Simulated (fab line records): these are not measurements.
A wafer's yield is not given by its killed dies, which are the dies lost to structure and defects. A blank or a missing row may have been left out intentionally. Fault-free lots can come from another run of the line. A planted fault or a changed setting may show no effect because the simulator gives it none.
Split-lot trial :: flow n5_finfet :: route with 1938 steps; 7 lots, 39 wafers read

## ON THE SPLIT
At N5_MOL_CONTACT_COAG_ETCH_67 (etches SOC in N2/H2, target depth 60 nm, overetch 21 nm, time 101.2 s), the setting source_w was moved away from the recipe's 840 W on 15 of the 39 wafers read, by -18.9% to +18.0%. The other wafers ran this setting at the recipe's value.

The split's own step is where the reading is taken.

## THE READING
rf_vpp_V, in V, at N5_MOL_CONTACT_COAG_ETCH_67 (etches SOC in N2/H2, target depth 60 nm, overetch 21 nm, time 101.2 s). Typical for fault-free wafers on this fab line: 524.5 V, with standard deviation 2.1 V.

wafer: L074.1
tool, chamber at the split: rie_diel-01, 3
source_w as run, W: 840
against the recipe: recipe
rf_vpp_V, V: 525.8
against lot-mates on the recipe: -

wafer: L074.2
tool, chamber at the split: rie_diel-01, 1
source_w as run, W: 840
against the recipe: recipe
rf_vpp_V, V: 527.1
against lot-mates on the recipe: -

wafer: L074.3
tool, chamber at the split: rie_diel-01, 0
source_w as run, W: 930.1
against the recipe: +10.7%
rf_vpp_V, V: 511.1
against lot-mates on the recipe: -15.2

wafer: L074.4
tool, chamber at the split: rie_diel-01, 0
source_w as run, W: 930.1
against the recipe: +10.7%
rf_vpp_V, V: 509.2
against lot-mates on the recipe: -17.1

wafer: L074.5
tool, chamber at the split: rie_diel-01, 3
source_w as run, W: 930.1
against the recipe: +10.7%
rf_vpp_V, V: 508.4
against lot-mates on the recipe: -17.9

wafer: L074.6
tool, chamber at the split: rie_diel-01, 1
source_w as run, W: 840
against the recipe: recipe
rf_vpp_V, V: 526.0
against lot-mates on the recipe: -

wafer: L075.1
tool, chamber at the split: rie_diel-02, 1
source_w as run, W: 840
against the recipe: recipe
rf_vpp_V, V: 522.3
against lot-mates on the recipe: -

wafer: L075.2
tool, chamber at the split: rie_diel-02, 0
source_w as run, W: 840
against the recipe: recipe
rf_vpp_V, V: 523.1
against lot-mates on the recipe: -

wafer: L075.3
tool, chamber at the split: rie_diel-02, 3
source_w as run, W: 681.5
against the recipe: -18.9%
rf_vpp_V, V: 560.7
against lot-mates on the recipe: +37.8

wafer: L075.4
tool, chamber at the split: rie_diel-02, 1
source_w as run, W: 681.5
against the recipe: -18.9%
rf_vpp_V, V: 559.5
against lot-mates on the recipe: +36.6

wafer: L075.5
tool, chamber at the split: rie_diel-02, 3
source_w as run, W: 840
against the recipe: recipe
rf_vpp_V, V: 523.4
against lot-mates on the recipe: -

wafer: L075.6
tool, chamber at the split: rie_diel-02, 0
source_w as run, W: 681.5
against the recipe: -18.9%
rf_vpp_V, V: 561.2
against lot-mates on the recipe: +38.3

wafer: L076.1
tool, chamber at the split: rie_diel-04, 3
source_w as run, W: 991.2
against the recipe: +18.0%
rf_vpp_V, V: 499.4
against lot-mates on the recipe: -23.9

wafer: L076.2
tool, chamber at the split: rie_diel-04, 2
source_w as run, W: 991.2
against the recipe: +18.0%
rf_vpp_V, V: 497.1
against lot-mates on the recipe: -26.2

wafer: L076.3
tool, chamber at the split: rie_diel-04, 0
source_w as run, W: 840
against the recipe: recipe
rf_vpp_V, V: 521.6
against lot-mates on the recipe: -

wafer: L076.4
tool, chamber at the split: rie_diel-04, 2
source_w as run, W: 991.2
against the recipe: +18.0%
rf_vpp_V, V: 497.4
against lot-mates on the recipe: -25.9

wafer: L076.5
tool, chamber at the split: rie_diel-04, 0
source_w as run, W: 840
against the recipe: recipe
rf_vpp_V, V: 522.5
against lot-mates on the recipe: -

wafer: L076.6
tool, chamber at the split: rie_diel-04, 3
source_w as run, W: 840
against the recipe: recipe
rf_vpp_V, V: 525.8
against lot-mates on the recipe: -

wafer: L080.1
tool, chamber at the split: rie_diel-02, 2
source_w as run, W: 840
against the recipe: recipe
rf_vpp_V, V: 522.7
against lot-mates on the recipe: -

wafer: L080.2
tool, chamber at the split: rie_diel-02, 1
source_w as run, W: 885.4
against the recipe: +5.4%
rf_vpp_V, V: 511.9
against lot-mates on the recipe: -10.4

wafer: L080.3
tool, chamber at the split: rie_diel-02, 3
source_w as run, W: 885.4
against the recipe: +5.4%
rf_vpp_V, V: 514.6
against lot-mates on the recipe: -7.7

wafer: L080.4
tool, chamber at the split: rie_diel-02, 0
source_w as run, W: 840
against the recipe: recipe
rf_vpp_V, V: 521.1
against lot-mates on the recipe: -

wafer: L080.5
tool, chamber at the split: rie_diel-02, 1
source_w as run, W: 885.4
against the recipe: +5.4%
rf_vpp_V, V: 513.3
against lot-mates on the recipe: -9.0

wafer: L080.6
tool, chamber at the split: rie_diel-02, 0
source_w as run, W: 840
against the recipe: recipe
rf_vpp_V, V: 523.2
against lot-mates on the recipe: -

wafer: L087.1
tool, chamber at the split: rie_diel-02, 0
source_w as run, W: 840
against the recipe: recipe
rf_vpp_V, V: 521.6
against lot-mates on the recipe: -

wafer: L087.2
tool, chamber at the split: rie_diel-02, 3
source_w as run, W: 840
against the recipe: recipe
rf_vpp_V, V: 524.0
against lot-mates on the recipe: -

wafer: L087.3
tool, chamber at the split: rie_diel-02, 1
source_w as run, W: 840
against the recipe: recipe
rf_vpp_V, V: 523.3
against lot-mates on the recipe: -

wafer: L087.4
tool, chamber at the split: rie_diel-02, 2
source_w as run, W: 840
against the recipe: recipe
rf_vpp_V, V: 522.5
against lot-mates on the recipe: -

wafer: L087.5
tool, chamber at the split: rie_diel-02, 1
source_w as run, W: 840
against the recipe: recipe
rf_vpp_V, V: 523.5
against lot-mates on the recipe: -

wafer: L087.6
tool, chamber at the split: rie_diel-02, 0
source_w as run, W: 840
against the recipe: recipe
rf_vpp_V, V: 521.8
against lot-mates on the recipe: -

wafer: L093.1
tool, chamber at the split: rie_diel-04, 2
source_w as run, W: 840
against the recipe: recipe
rf_vpp_V, V: 525.2
against lot-mates on the recipe: -

wafer: L093.2
tool, chamber at the split: rie_diel-04, 3
source_w as run, W: 986.6
against the recipe: +17.5%
rf_vpp_V, V: 498.5
against lot-mates on the recipe: -27.1

wafer: L093.3
tool, chamber at the split: rie_diel-04, 1
source_w as run, W: 840
against the recipe: recipe
rf_vpp_V, V: 528.2
against lot-mates on the recipe: -

wafer: L093.4
tool, chamber at the split: rie_diel-04, 0
source_w as run, W: 986.6
against the recipe: +17.5%
rf_vpp_V, V: 495.8
against lot-mates on the recipe: -29.8

wafer: L093.5
tool, chamber at the split: rie_diel-04, 0
source_w as run, W: 840
against the recipe: recipe
rf_vpp_V, V: 523.5
against lot-mates on the recipe: -

wafer: L093.6
tool, chamber at the split: rie_diel-04, 3
source_w as run, W: 986.6
against the recipe: +17.5%
rf_vpp_V, V: 497.3
against lot-mates on the recipe: -28.3

wafer: L095.3
tool, chamber at the split: rie_diel-04, 3
source_w as run, W: 840
against the recipe: recipe
rf_vpp_V, V: 524.8
against lot-mates on the recipe: -

wafer: L095.4
tool, chamber at the split: rie_diel-04, 1
source_w as run, W: 840
against the recipe: recipe
rf_vpp_V, V: 529.1
against lot-mates on the recipe: -

wafer: L095.5
tool, chamber at the split: rie_diel-04, 1
source_w as run, W: 840
against the recipe: recipe
rf_vpp_V, V: 528.0
against lot-mates on the recipe: -

FIT RESULTS
A straight line over all 39 wafers: rf_vpp_V changes by -1.66 V for each +1% of source_w; r = -0.98; the points scatter about the line by 2.7 V.
The same after taking each lot's own level away (the mean of its wafers on the recipe; 39 wafers): -1.7 V for each +1%; r = -0.99; scatter 2.3 V.
Per that fit: largest source_w move, reading shift of 32 V.
The span of the lots' own levels, 522.33 to 527.30 V, comes to 2.4 times the standard deviation stated above.
Consequently the slope shifts little with the lot-to-lot level, the two slopes agreeing.
Check: +32.3 V against its lot-mates is what the line predicts for one of the wafers moved furthest among these (-18.9%) when that wafer is left out of the fit. It came out at +37.8 V against them.
Tool readings at the split's step, against how far the setting was moved: rf_vpp_V r = -0.98.

## THESE WAFERS: OTHER SPLITS
Before the reading, these wafers also passed through other splits. Each is held against what the fit with the lots' levels taken away leaves over:
other split on the same wafers: N5_DUMMY_GATE_ETCH_37 source_w
wafers away from the commonest value: 15
r with rf_vpp_V (lot level and that fit taken away): +0.17

other split on the same wafers: N5_HKMG_FIN_HK_ALD_01 ald_cycles
wafers away from the commonest value: 15
r with rf_vpp_V (lot level and that fit taken away): +0.07

## FILE'S OWN FIT
rf_vpp_V changes by -1.67 V for each +1% of source_w, r = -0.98.
